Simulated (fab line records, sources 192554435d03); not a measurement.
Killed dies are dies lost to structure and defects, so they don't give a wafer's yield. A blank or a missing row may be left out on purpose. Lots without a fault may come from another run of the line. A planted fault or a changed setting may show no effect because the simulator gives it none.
Which tool did it? | flow n5_finfet | 12 lots, 36 wafers sampled, at 1 step of a route of 1938

WHAT THE GAUGES READ, wafer by wafer
N5_BEOL_M8_INSPECT_30: inspects for defects (brightfield).
lot  | measured     | on                | raw_defect_count
L078 | day 15 12:36 | defect_inspect-02 | 420 333 297
L074 | day 16 21:31 | defect_inspect-02 | 312 315 441
L084 | day 17 06:04 | defect_inspect-01 | 583 516 521
L076 | day 18 05:50 | defect_inspect-01 | 498 405 449
L081 | day 18 20:40 | defect_inspect-02 | 442 347 402
L082 | day 19 04:58 | defect_inspect-02 | 280 274 314
L091 | day 19 05:14 | defect_inspect-01 | 584 620 295
L090 | day 19 15:28 | defect_inspect-02 | 294 311 287
L089 | day 19 17:56 | defect_inspect-02 | 446 358 411
L092 | day 20 18:10 | defect_inspect-01 | 425 368 283
L094 | day 21 12:19 | defect_inspect-02 | 541 331 436
L097 | day 21 23:02 | defect_inspect-02 | 445 453 402

WHICH TOOL RAN EACH LOT (tool, then ch and the chambers of the sampled wafers, then the start)
The record holds no process step before these readings.

THE ANSWER, worked out from the rows above alone
Rule: what is usual is taken from the lots themselves. Put in order of their means at a reading, lots are off if they are a third of the lots or fewer, leave a main group of 4 or more, and stand apart from it by a gap of 3 or more times the standard deviation of the main group's means; of several such gaps the widest counts. A main group whose means are all the same, to the digits that the tables above print for the reading, isn't used. A lot without any number at a reading at which 4 lots or more have one is off too. The other lots that the step has rows for count as sound.
No lot is off at any reading shown: from this, nothing can be told.

WHAT THE SIMULATOR HAD PUT IN
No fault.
